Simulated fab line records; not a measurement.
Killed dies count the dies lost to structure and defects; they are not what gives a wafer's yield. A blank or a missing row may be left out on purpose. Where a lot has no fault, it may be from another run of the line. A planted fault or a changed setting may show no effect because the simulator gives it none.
fab line records	flow n5Finfet
record: lots: 7	wafers: 21
route steps=1938 shown BEOL_M2@846 BEOL_M3@950 BEOL_M4@1070 BEOL_M6@1221 BEOL_M7@1263
startH: start of the lot's first displayed wafer, in hours after the record's first day	waitH: how many hours have passed since the lot's step before this one	" the same as in the row above	L1.1+2: a row that stands for several wafers	- value missing, or start not given	* or withheld: withheld	< > ~ a bound
route shown NAME@n: names a module that has steps shown in the file, with the first one's number in the route	usual: mean/standard deviation taken from wafers without a fault	same: alike in all rows	chamber/n: place in a boat	sites: each site's reading	_std_site: the standard deviation of these	_edge_site: outer sites' mean less inner sites'	radiusMm: for every site, how far away it sits from the centre of the wafer	mask NAME#n: copy n	behind: the tool/chamber that last shaped the wafer	hold: reason for holding the lot/hours on hold/outcome of the hold	device: the transistor (n, p or np) that didn't switch	end of line: the tests these same wafers got at the end of their route	a step with no rows: only its recipe	killed: count of dies lost to structure and defects at first sort (not the wafer's yield)	map: a wafer's dies, x killed, . not, _ none there
set.NAME: the setting the step ran with; set.NAME@STEP: the setting that earlier step ran with	model.NAME: the simulator's own value behind a step, which no gauge read
one table per step and one row per wafer, for lots whose settings were changed on purpose
== steps ==
step: N5_BEOL_M2_COAT_62
recipe: resist: SiARC	tempC: 220	timeS: 60	spinRpm: 1500	resistThkNm: 12
lot.wafer	tool	chamber	startH	waitH	set.spinRpm	model.SiARC_of_BEOL_M2_COAT_62.thkNm
L075.1+3+4	lithoTrack-05	0	-	-	1500	12
L074.1+2+6	lithoTrack-01	0	-	-	1500	12
L084.1+3+5	lithoTrack-01	0	-	-	1500	12
L088.1+5	lithoTrack-01	0	-	-	1581	11.8
L088.2	"	0	"	"	1500	12
L089.1+2+6	lithoTrack-02	0	-	-	1500	12
L091.1+4+6	lithoTrack-02	0	-	-	1500	12
L095.1+3	lithoTrack-02	0	-	-	1390	12.4
L095.5	"	0	"	"	1500	12
step: N5_BEOL_M2_COAT_73
recipe: resist: underlayer	tempC: 205	timeS: 60	spinRpm: 1500	resistThkNm: 5
step: N5_BEOL_M2_COAT_05
recipe: resist: CAR-EUV	spinRpm: 1500	resistThkNm: 30
step: N5_BEOL_M2_DESCUM_16
recipe: chemistry: O2	timeS: 7	sourcePowerW: 50	biasPowerW: 20	pressureMtorr: 20	rfFrequencyHz: 2.712e+07	tempC: 40	resist: CAR-EUV	o2FlowSccm: 225
step: N5_BEOL_M2_ETCH_74
recipe: chemistry: N2/H2	target: underlayer	targetDepthA: 65	maskMaterial: CAR-EUV	timeS: 5.2	ionEnergyEv: 200	pressureMtorr: 30	sourceW: 840	biasW: 150	n2FlowSccm: 200	h2FlowSccm: 200	ends: cleared
step: N5_BEOL_M2_ETCH_63
recipe: chemistry: CF4	target: SiARC	targetDepthA: 156	maskMaterial: CAR-EUV	timeS: 26	ionEnergyEv: 80	pressureMtorr: 40	sourceW: 545	biasW: 36	Ar_flow_sccm: 100	cf4FlowSccm: 100	ends: cleared
lot.wafer	tool	chamber	startH	waitH	set.spinRpm@BEOL_M2_COAT_62	model.etch.depthNm
L075.1	rieDiel-04	1	157.08	0.0	1500	11.98
L075.3+4	"	3,2	"	"	1500	12.01
L074.1	rieDiel-04	0	159.83	0.0	1500	11.98
L074.2	"	1	"	"	1500	11.97
L074.6	"	2	"	"	1500	11.95
L084.1	rieDiel-05	0	195.81	0.0	1500	11.95
L084.3	"	3	"	"	1500	11.99
L084.5	"	2	"	"	1500	11.97
L088.1	rieDiel-05	1	219.94	0.0	1581	11.72
L088.2	"	2	"	"	1500	12.03
L088.5	"	2	"	"	1581	11.76
L089.1+6	rieDiel-02	0,2	228.87	0.0	1500	11.96
L089.2	"	1	"	"	1500	11.97
L091.1	rieDiel-02	3	243.31	0.0	1500	11.99
L091.4	"	1	"	"	1500	11.97
L091.6	"	3	"	"	1500	12.01
L095.1	rieDiel-05	0	264.50	0.0	1390	12.39
L095.3	"	2	"	"	1390	12.48
L095.5	"	1	"	"	1500	11.98
step: N5_BEOL_M3_ETCH_64
recipe: chemistry: N2/H2	target: SOC	targetDepthA: 750	overetchA: 150	maskMaterial: SiARC	tempC: 40	timeS: 112.5	ionEnergyEv: 200	pressureMtorr: 30	sourceW: 840	biasW: 150	n2FlowSccm: 200	h2FlowSccm: 200
lot.wafer	tool	chamber	startH	waitH	set.timeS	model.SiARC_of_BEOL_M3_COAT_62.thkNm
L075.1	rieDiel-03	2	173.02	0.0	112.5	6.8
L075.3+4	"	0,1	"	"	112.5	6.6
L074.1	rieDiel-06	2	176.56	0.0	120.7	6.6
L074.2	"	1	"	"	112.5	6.6
L074.6	"	1	"	"	120.7	6.2
L084.1+3	rieDiel-03	3,2	222.22	0.0	112.5	6.8
L084.5	"	2	"	"	105	7.2
L088.1+5	rieDiel-01	1	247.94	0.0	112.5	6.6
L088.2	"	2	"	"	112.5	7
L089.1+2+6	rieDiel-03	3,2,2	249.34	0.0	112.5	6.8
L091.1	rieDiel-03	2	262.31	0.0	126.3	6.2
L091.4	"	3	"	"	112.5	6.8
L091.6	"	0	"	"	126.3	6
L095.1	rieDiel-01	1	293.03	0.0	112.5	6.6
L095.3	"	3	"	"	96.21	7.4
L095.5	"	3	"	"	112.5	6.8
step: N5_BEOL_M3_COAT_22
recipe: resist: CAR-EUV	spinRpm: 1500	resistThkNm: 30
lot.wafer	tool	chamber	startH	waitH	set.spinRpm	model.CAR-EUV_of_BEOL_M3_COAT_22.thkNm
L075.1+4	lithoTrack-04	0	-	-	1500	29.8
L075.3	"	0	"	"	1500	30
L074.1+2+6	lithoTrack-05	0	-	-	1500	30
L084.1	lithoTrack-05	0	-	-	1500	29.8
L084.3+5	"	0	"	"	1500	30
L088.1+2+5	lithoTrack-03	0	-	-	1654	28.6
L089.1	lithoTrack-04	0	-	-	1351	31.8
L089.2	"	0	"	"	1500	30
L089.6	"	0	"	"	1351	31.6
L091.1	lithoTrack-04	0	-	-	1500	30
L091.4+6	"	0	"	"	1624	28.8
L095.1	lithoTrack-04	0	-	-	1378	31.4
L095.3+5	"	0	"	"	1500	30.2
step: N5_BEOL_M3_EBR_24
recipe: solvent: PGMEA	ebrWidthMm: 1.5
step: N5_BEOL_M3_SOFTBAKE_23
recipe: tempC: 110	timeS: 60	resist: CAR-EUV
step: N5_BEOL_M3_DESCUM_33
recipe: chemistry: O2	timeS: 7	sourcePowerW: 50	biasPowerW: 20	pressureMtorr: 20	rfFrequencyHz: 2.712e+07	tempC: 40	resist: CAR-EUV	o2FlowSccm: 225
lot.wafer	tool	chamber	startH	waitH	set.spinRpm@BEOL_M3_COAT_22	model.CAR-EUV_of_BEOL_M3_COAT_22.thkNm
L075.1+3+4	rieDiel-03	2,0,1	173.94	0.0	1500	26
L074.1+2+6	rieDiel-01	2,0,2	177.36	0.0	1500	26.2
L084.1+3+5	rieDiel-01	3,0,3	223.14	0.0	1500	26
L088.1+2+5	rieDiel-01	2,3,0	248.98	0.0	1654	24.6
L089.1+6	rieDiel-06	1,2	250.35	0.0	1351	27.8
L089.2	"	0	"	"	1500	26
L091.1	rieDiel-06	0	263.10	0.0	1500	26.2
L091.4+6	"	1	"	"	1624	24.8
L095.1	rieDiel-06	2	294.08	0.1	1378	27.6
L095.3+5	"	3	"	"	1500	26.2
step: N5_BEOL_M4_TRENCH_ETCH_37
recipe: chemistry: C4F6/O2	targetDepthA: 555.55	target: SiOC	timeS: 29.2	ionEnergyEv: 250	pressureMtorr: 30	sourceW: 355	biasW: 185	Ar_flow_sccm: 300	C4F6_flow_sccm: 10	O2_flow_sccm: 10
lot.wafer	tool	chamber	startH	waitH	set.timeS	model.etch.depthNm	model.BEOL_M4.featureDepthNm
L075.1	rieDiel-05	1	-	-	29.2	52.9	52.8
L075.3	"	0	"	"	29.2	53.47	53.4
L075.4	"	3	"	"	29.2	54.34	54.4
L074.1	rieDiel-04	2	-	-	34.79	65.94	66
L074.2	"	0	"	"	29.2	55.07	55
L074.6	"	0	"	"	34.79	65.75	65.8
L084.1	rieDiel-02	2	-	-	29.2	56.21	56.2
L084.3	"	1	"	"	24.36	43.87	43.8
L084.5	"	2	"	"	29.2	56.37	56.4
L088.1	rieDiel-02	1	-	-	29.2	52.6	52.6
L088.2	"	0	"	"	33.86	64.89	64.8
L088.5	"	1	"	"	29.2	53.13	53.2
L089.1	rieDiel-04	1	-	-	29.2	53.75	53.8
L089.2	"	0	"	"	33.88	63.37	63.4
L089.6	"	3	"	"	33.88	63.01	63
L091.1	rieDiel-02	0	-	-	29.2	55.49	55.4
L091.4	"	2	"	"	29.2	56.2	56.2
L091.6	"	0	"	"	29.2	55.45	55.4
L095.1	rieDiel-04	2	-	-	25.84	48.51	48.6
L095.3	"	0	"	"	25.84	47.76	47.8
L095.5	"	1	"	"	25.84	47.45	47.4
step: N5_BEOL_M4_ETCH_41
recipe: chemistry: CH3F/O2	target: SiCN	targetDepthA: 299	taperDeg: 2	timeS: 52.5	ionEnergyEv: 120	maskMaterial: TiN	pressureMtorr: 30	sourceW: 395	biasW: 75	Ar_flow_sccm: 150	CH3F_flow_sccm: 30	O2_flow_sccm: 20
step: N5_BEOL_M4_STRIP_97
recipe: chemistry: N2/H2	timeS: 10	powerW: 450	tempC: 40	pressureMtorr: 20	rfFrequencyHz: 6e+07	biasPowerW: 7	n2FlowSccm: 200	h2FlowSccm: 200
step: N5_BEOL_M4_OCD_MEAS_38
usual: trenchDepthNm: 54.8/1.5
lot.wafer	tool	chamber	startH	waitH	set.timeS@BEOL_M4_TRENCH_ETCH_37	trenchDepthNm
L075.1	ocd-01	-	197.54	-	29.2	53.1
L075.3	"	-	"	"	29.2	53.6
L075.4	"	-	"	"	29.2	54.3
L074.1	ocd-01	-	198.90	-	34.79	65.9
L074.2	"	-	"	"	29.2	55.2
L074.6	"	-	"	"	34.79	65.5
L084.1	ocd-02	-	253.44	-	29.2	56.4
L084.3	"	-	"	"	24.36	44.1
L084.5	"	-	"	"	29.2	56.9
L088.1	ocd-01	-	274.07	-	29.2	52.3
L088.2	"	-	"	"	33.86	65.3
L088.5	"	-	"	"	29.2	53.6
L089.1	ocd-02	-	279.47	-	29.2	53.8
L089.2	"	-	"	"	33.88	63.2
L089.6	"	-	"	"	33.88	62.6
L091.1	ocd-01	-	287.79	-	29.2	55.3
L091.4	"	-	"	"	29.2	56.5
L091.6	"	-	"	"	29.2	55.5
L095.1	ocd-02	-	322.10	-	25.84	48.4
L095.3	"	-	"	"	25.84	48.0
L095.5	"	-	"	"	25.84	47.9
step: N5_BEOL_M4_HM_STRIP_39
recipe: chemistry: peroxideTinStrip	material: TiN	targetDepthA: 250	tempC: 50	timeS: 158
step: N5_BEOL_M4_SRD_40
recipe: timeS: 30	tempC: 23	rinseLiquid: diw	dry: ipaMarangoni
step: N5_BEOL_M4_ECD_50
recipe: material: Cu	targetThkA: 3000
step: N5_BEOL_M4_ANNEAL_51
recipe: tempC: 225	timeS: 90	ambient: N2
step: N5_BEOL_M4_CMP_52
recipe: stopOn: SiOC	tOverpolishS: 6.8	downForcePsi: 1	platenRpm: 50	clearingPlatenDownForcePsi: 1.5	clearingPlatenRpm: 50	postCmpClean: cuAlkaline	targetThkNm: 40	clearingPlatenPadVelocityMS: 0.99484	padVelocityMS: 0.99484
lot.wafer	tool	chamber	startH	waitH	set.timeS@BEOL_M4_TRENCH_ETCH_37	model.Cu_of_BEOL_M4_ECD_50.thkNm
L075.4	cmp-04	1	201.85	0.1	29.2	39
L075.1	"	3	"	"	29.2	36.8
L075.3	"	0	"	"	29.2	37
L074.1	cmp-04	3	202.38	0.3	34.79	49.8
L074.2	"	2	"	"	29.2	39
L074.6	"	3	"	"	34.79	48.2
L084.3	cmp-01	1	256.62	0.2	24.36	27.4
L084.1	"	0	"	"	29.2	40.8
L084.5	"	2	"	"	29.2	41.6
L088.2	cmp-01	3	278.96	0.2	33.86	51.2
L088.1	"	2	"	"	29.2	37.6
L088.5	"	3	"	"	29.2	39
L089.2	cmp-03	1	282.87	0.2	33.88	47
L089.1	"	0	"	"	29.2	39.6
L089.6	"	2	"	"	33.88	47.8
L091.4+1	cmp-04	0,1	292.61	0.2	29.2	39
L091.6	"	3	"	"	29.2	38.6
L095.3	cmp-03	3	325.70	0.2	25.84	33.4
L095.1	"	2	"	"	25.84	34
L095.5	"	3	"	"	25.84	32.4
step: N5_BEOL_M4_THK_MEAS_53
recipe: thkMeasGauge: xrf	reads: Cu_of_BEOL_M4_ECD_50
usual: M4_THK: 39.3/1.7
lot.wafer	tool	chamber	startH	waitH	set.timeS@BEOL_M4_TRENCH_ETCH_37	M4_THK[nm]
L075.1	filmMetro-02	-	202.15	-	29.2	36.9
L075.3	"	-	"	"	29.2	36.9
L075.4	"	-	"	"	29.2	39.2
L074.1	filmMetro-01	-	202.68	-	34.79	50.0
L074.2	"	-	"	"	29.2	39.1
L074.6	"	-	"	"	34.79	48.5
L084.1	filmMetro-02	-	256.91	-	29.2	40.9
L084.3	"	-	"	"	24.36	27.5
L084.5	"	-	"	"	29.2	41.8
L088.1	filmMetro-02	-	279.25	-	29.2	37.2
L088.2	"	-	"	"	33.86	50.8
L088.5	"	-	"	"	29.2	38.7
L089.1	filmMetro-02	-	283.16	-	29.2	39.7
L089.2	"	-	"	"	33.88	47.0
L089.6	"	-	"	"	33.88	47.9
L091.1	filmMetro-01	-	292.83	-	29.2	39.3
L091.4	"	-	"	"	29.2	39.0
L091.6	"	-	"	"	29.2	38.7
L095.1	filmMetro-02	-	326.00	-	25.84	33.8
L095.3	"	-	"	"	25.84	33.3
L095.5	"	-	"	"	25.84	32.2
step: N5_BEOL_M4_PRE_CLEAN_60
recipe: gas: NH3/H2	timeS: 15	tempC: *	rfPowerW: 300
step: N5_BEOL_M4_CO_CAP_55
recipe: material: Co	targetThkA: 20	tempC: 200	precursor: CCTBA/H2	pressureTorr: 30	timeS: 102.1
step: N5_BEOL_M4_PRE_CLEAN_56
recipe: gas: NH3	timeS: 15	tempC: withheld	rfPowerW: 300
step: N5_BEOL_M4_DEP_57
recipe: material: SiCN	targetThkA: 80	tempC: withheld	precursor: 3MS/NH3	pressureTorr: 3	rfW: 202	timeS: 14
step: N5_BEOL_M4_RS_MEAS_58
recipe: thkMeasGauge: four-point-probe	reads: Co_of_BEOL_M4_CO_CAP_55+Cu_of_BEOL_M4_ECD_50+Co_of_BEOL_M4_CVD_47+TaN_of_BEOL_M4_ALD_84
usual: M4_RS: 0.69/0.039
lot.wafer	tool	chamber	startH	waitH	set.timeS@BEOL_M4_TRENCH_ETCH_37	M4_RS[ohm/sq]
L075.1	filmMetro-01	-	202.44	0.1	29.2	0.74
L075.3	"	-	"	"	29.2	0.74
L075.4	"	-	"	"	29.2	0.69
L074.1	filmMetro-02	-	202.97	0.1	34.79	0.51
L074.2	"	-	"	"	29.2	0.69
L074.6	"	-	"	"	34.79	0.53
L084.1	filmMetro-02	-	257.23	0.0	29.2	0.65
L084.3	"	-	"	"	24.36	1.10
L084.5	"	-	"	"	29.2	0.64
L088.1	filmMetro-02	-	279.53	0.1	29.2	0.72
L088.2	"	-	"	"	33.86	0.49
L088.5	"	-	"	"	29.2	0.69
L089.1	filmMetro-01	-	283.42	0.0	29.2	0.68
L089.2	"	-	"	"	33.88	0.55
L089.6	"	-	"	"	33.88	0.53
L091.1	filmMetro-01	-	293.09	0.0	29.2	0.69
L091.4	"	-	"	"	29.2	0.69
L091.6	"	-	"	"	29.2	0.70
L095.1	filmMetro-02	-	326.26	0.0	25.84	0.83
L095.3	"	-	"	"	25.84	0.85
L095.5	"	-	"	"	25.84	0.88
step: N5_BEOL_M6_COAT_22
recipe: resist: CAR-EUV	spinRpm: 1500	resistThkNm: 30
lot.wafer	tool	chamber	startH	waitH	set.spinRpm	model.CAR-EUV_of_BEOL_M6_COAT_22.thkNm
L074.1	lithoTrack-03	0	-	-	1500	30
L074.2	"	0	"	"	1641	28.6
L074.6	"	0	"	"	1641	28.8
L075.1+3+4	lithoTrack-04	0	-	-	1500	30
L084.1+3+5	lithoTrack-03	0	-	-	1500	30
L088.1	lithoTrack-04	0	-	-	1592	29.2
L088.2+5	"	0	"	"	1500	30
L089.1+2+6	lithoTrack-02	0	-	-	1500	30
L091.1+4	lithoTrack-03	0	-	-	1500	30
L091.6	"	0	"	"	1630	28.8
L095.1+3+5	lithoTrack-03	0	-	-	1500	30
step: N5_BEOL_M7_ILD_DEP_00
recipe: material: SiCOH_lowk	targetThkA: 1797.5	tempC: 300	precursor: DEMS/porogen	pressureTorr: 5	rfW: 500	timeS: 33.4
lot.wafer	tool	chamber	startH	waitH	set.timeS	model.SiCOH_lowk_of_BEOL_M7_ILD_DEP_00.thkNm
L075.1	pecvd-04	0	225.12	0.0	33.4	179
L075.3	"	2	"	"	33.4	178.2
L075.4	"	1	"	"	33.4	180
L074.1	pecvd-01	0	225.18	0.0	33.4	177.2
L074.2	"	2	"	"	33.4	179.2
L074.6	"	0	"	"	33.4	181.2
L084.1	pecvd-01	0	281.81	0.0	33.4	180.6
L084.3	"	1	"	"	37.48	203
L084.5	"	0	"	"	37.48	205.8
L088.1	pecvd-02	2	304.74	0.0	29.67	157.6
L088.2	"	0	"	"	33.4	176.2
L088.5	"	2	"	"	33.4	180.8
L089.1	pecvd-04	1	315.80	0.0	36.73	197.2
L089.2	"	2	"	"	36.73	199.8
L089.6	"	0	"	"	33.4	184.4
L091.1	pecvd-04	0	318.88	0.0	33.4	181.2
L091.4	"	1	"	"	33.4	180
L091.6	"	2	"	"	28.91	157.2
L095.1	pecvd-04	0	357.12	0.0	33.4	180.4
L095.3	"	2	"	"	33.4	179
L095.5	"	1	"	"	28.63	155.6
step: N5_BEOL_M7_CURE_74
recipe: tempC: 385	timeS: 240	ambient: He/Ar	material: SiCOH_lowk
lot.wafer	tool	chamber	startH	waitH	set.timeS@BEOL_M7_ILD_DEP_00	model.SiCOH_lowk_of_BEOL_M7_ILD_DEP_00.thkNm
L075.1	uvCure-01	1	225.18	0.0	33.4	154.4
L075.3	"	1	"	"	33.4	153.6
L075.4	"	1	"	"	33.4	155.2
L074.1	uvCure-03	1	225.24	0.0	33.4	152.8
L074.2	"	1	"	"	33.4	154.4
L074.6	"	1	"	"	33.4	156.4
L084.1	uvCure-01	0	282.06	0.2	33.4	155.8
L084.3	"	0	"	"	37.48	175.2
L084.5	"	0	"	"	37.48	177.8
L088.1	uvCure-02	2	304.83	0.1	29.67	135.6
L088.2	"	2	"	"	33.4	152
L088.5	"	2	"	"	33.4	156
L089.1	uvCure-03	2	315.87	0.0	36.73	170.2
L089.2	"	2	"	"	36.73	172.4
L089.6	"	2	"	"	33.4	159.2
L091.1	uvCure-02	1	318.94	0.0	33.4	156.2
L091.4	"	1	"	"	33.4	155.4
L091.6	"	1	"	"	28.91	135.4
L095.1	uvCure-02	0	357.25	0.1	33.4	155.6
L095.3	"	0	"	"	33.4	154.4
L095.5	"	0	"	"	28.63	134
step: N5_BEOL_M7_THK_MEAS_01
recipe: reads: SiCOH_lowk_of_BEOL_M7_ILD_DEP_00
usual: M7_ILD_THK: 155.0/2.3
lot.wafer	tool	chamber	startH	waitH	set.timeS@BEOL_M7_ILD_DEP_00	M7_ILD_THK[nm]
L075.1	filmMetro-02	-	225.69	0.4	33.4	154.3
L075.3	"	-	"	"	33.4	153.6
L075.4	"	-	"	"	33.4	155.3
L074.1	filmMetro-01	-	225.75	0.4	33.4	152.8
L074.2	"	-	"	"	33.4	154.4
L074.6	"	-	"	"	33.4	156.4
L084.1	filmMetro-01	-	283.05	0.8	33.4	155.7
L084.3	"	-	"	"	37.48	175.3
L084.5	"	-	"	"	37.48	177.9
L088.1	filmMetro-02	-	305.34	0.4	29.67	135.7
L088.2	"	-	"	"	33.4	151.9
L088.5	"	-	"	"	33.4	156.0
L089.1	filmMetro-02	-	316.86	0.8	36.73	170.2
L089.2	"	-	"	"	36.73	172.4
L089.6	"	-	"	"	33.4	159.1
L091.1	filmMetro-01	-	319.46	0.4	33.4	156.3
L091.4	"	-	"	"	33.4	155.3
L091.6	"	-	"	"	28.91	135.3
L095.1	filmMetro-01	-	357.76	0.4	33.4	155.5
L095.3	"	-	"	"	33.4	154.5
L095.5	"	-	"	"	28.63	134.0
step: N5_BEOL_M7_COAT_05
recipe: resist: CAR-ArF	spinRpm: 1500	resistThkNm: 90
lot.wafer	tool	chamber	startH	waitH	set.spinRpm	model.CAR-ArF_of_BEOL_M7_COAT_05.thkNm
L075.1	lithoTrack-01	0	-	-	1500	90
L075.3+4	"	0	"	"	1500	90.2
L074.1+6	lithoTrack-02	0	-	-	1500	90.2
L074.2	"	0	"	"	1349	95
L084.1+5	lithoTrack-02	0	-	-	1500	89.8
L084.3	"	0	"	"	1649	85.6
L088.1	lithoTrack-01	0	-	-	1500	89.6
L088.2	"	0	"	"	1500	89.8
L088.5	"	0	"	"	1549	88.2
L089.1	lithoTrack-02	0	-	-	1457	91.6
L089.2+6	"	0	"	"	1457	91.2
L091.1+6	lithoTrack-02	0	-	-	1391	93.2
L091.4	"	0	"	"	1500	89.6
L095.1+3	lithoTrack-02	0	-	-	1500	90
L095.5	"	0	"	"	1603	87
step: N5_BEOL_M7_EBR_07
recipe: solvent: PGMEA	ebrWidthMm: 1.5
step: N5_BEOL_M7_SOFTBAKE_06
recipe: tempC: 110	timeS: 60	resist: CAR-ArF
step: N5_BEOL_M7_DESCUM_16
recipe: chemistry: O2	timeS: 7.9	sourcePowerW: 50	biasPowerW: 20	pressureMtorr: 20	rfFrequencyHz: 2.712e+07	tempC: 40	resist: CAR-ArF	o2FlowSccm: 225
step: N5_BEOL_M7_ETCH_61
recipe: chemistry: CF4	target: SiARC	targetDepthA: 455	maskMaterial: CAR-ArF	timeS: 75.8	ionEnergyEv: 80	pressureMtorr: 40	sourceW: 545	biasW: 36	Ar_flow_sccm: 100	cf4FlowSccm: 100	ends: cleared
lot.wafer	tool	chamber	startH	waitH	set.spinRpm@BEOL_M7_COAT_05	model.CAR-ArF_of_BEOL_M7_COAT_05.thkNm
L075.1	rieDiel-03	3	227.35	0.0	1500	50.6
L075.3	"	0	"	"	1500	50.8
L075.4	"	1	"	"	1500	51
L074.1+6	rieDiel-06	0,3	227.40	0.0	1500	51.2
L074.2	"	1	"	"	1349	55.8
L084.1+5	rieDiel-01	3,2	286.15	0.0	1500	50.8
L084.3	"	0	"	"	1649	46.6
L088.1+2	rieDiel-01	2,3	306.69	0.0	1500	50.6
L088.5	"	3	"	"	1549	49.2
L089.1	rieDiel-01	0	318.11	0.0	1457	52.4
L089.2+6	"	2,3	"	"	1457	52
L091.1+6	rieDiel-03	0,3	321.66	0.0	1391	54.2
L091.4	"	1	"	"	1500	50.6
L095.1	rieDiel-03	1	360.03	0.0	1500	50.8
L095.3	"	2	"	"	1500	50.6
L095.5	"	0	"	"	1603	47.8
== key ==
split: step: N5_BEOL_M2_COAT_62	setting: spinRpm	stated: 1500	by: wafer
response: step: N5_BEOL_M2_COAT_62	reading: model.SiARC_of_BEOL_M2_COAT_62.thkNm	change: -0.0484	per: 1%	r: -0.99
response: step: N5_BEOL_M2_ETCH_63	reading: model.etch.depthNm	change: -0.0594	per: 1%	r: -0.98
split: step: N5_BEOL_M3_ETCH_64	setting: timeS	stated: 112.5	by: wafer
response: step: N5_BEOL_M3_ETCH_64	reading: model.SiARC_of_BEOL_M3_COAT_62.thkNm	change: -0.0499	per: 1%	r: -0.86
split: step: N5_BEOL_M3_COAT_22	setting: spinRpm	stated: 1500	by: wafer
response: step: N5_BEOL_M3_COAT_22	reading: model.CAR-EUV_of_BEOL_M3_COAT_22.thkNm	change: -0.157	per: 1%	r: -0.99
response: step: N5_BEOL_M3_DESCUM_33	reading: model.CAR-EUV_of_BEOL_M3_COAT_22.thkNm	change: -0.175	per: 1%	r: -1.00
split: step: N5_BEOL_M4_TRENCH_ETCH_37	setting: timeS	stated: 29.2	by: wafer
response: step: N5_BEOL_M4_TRENCH_ETCH_37	reading: model.etch.depthNm	change: +0.655	per: 1%	r: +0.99
response: step: N5_BEOL_M4_TRENCH_ETCH_37	reading: model.BEOL_M4.featureDepthNm	change: +0.656	per: 1%	r: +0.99
response: step: N5_BEOL_M4_OCD_MEAS_38	reading: trenchDepthNm	change: +0.654	per: 1%	r: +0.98
response: step: N5_BEOL_M4_CMP_52	reading: model.Cu_of_BEOL_M4_ECD_50.thkNm	change: +0.652	per: 1%	r: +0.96
response: step: N5_BEOL_M4_THK_MEAS_53	reading: M4_THK	change: +0.653	per: 1%	r: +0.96
response: step: N5_BEOL_M4_RS_MEAS_58	reading: M4_RS	shape: bent	atLowest: 1.10	atStated: 0.69	atHighest: 0.52
split: step: N5_BEOL_M6_COAT_22	setting: spinRpm	stated: 1500	by: wafer
response: step: N5_BEOL_M6_COAT_22	reading: model.CAR-EUV_of_BEOL_M6_COAT_22.thkNm	change: -0.137	per: 1%	r: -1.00
split: step: N5_BEOL_M7_ILD_DEP_00	setting: timeS	stated: 33.4	by: wafer
response: step: N5_BEOL_M7_ILD_DEP_00	reading: model.SiCOH_lowk_of_BEOL_M7_ILD_DEP_00.thkNm	change: +1.75	per: 1%	r: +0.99
response: step: N5_BEOL_M7_CURE_74	reading: model.SiCOH_lowk_of_BEOL_M7_ILD_DEP_00.thkNm	change: +1.52	per: 1%	r: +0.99
response: step: N5_BEOL_M7_THK_MEAS_01	reading: M7_ILD_THK	change: +1.53	per: 1%	r: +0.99
split: step: N5_BEOL_M7_COAT_05	setting: spinRpm	stated: 1500	by: wafer
response: step: N5_BEOL_M7_COAT_05	reading: model.CAR-ArF_of_BEOL_M7_COAT_05.thkNm	change: -0.456	per: 1%	r: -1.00
response: step: N5_BEOL_M7_ETCH_61	reading: model.CAR-ArF_of_BEOL_M7_COAT_05.thkNm	change: -0.446	per: 1%	r: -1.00
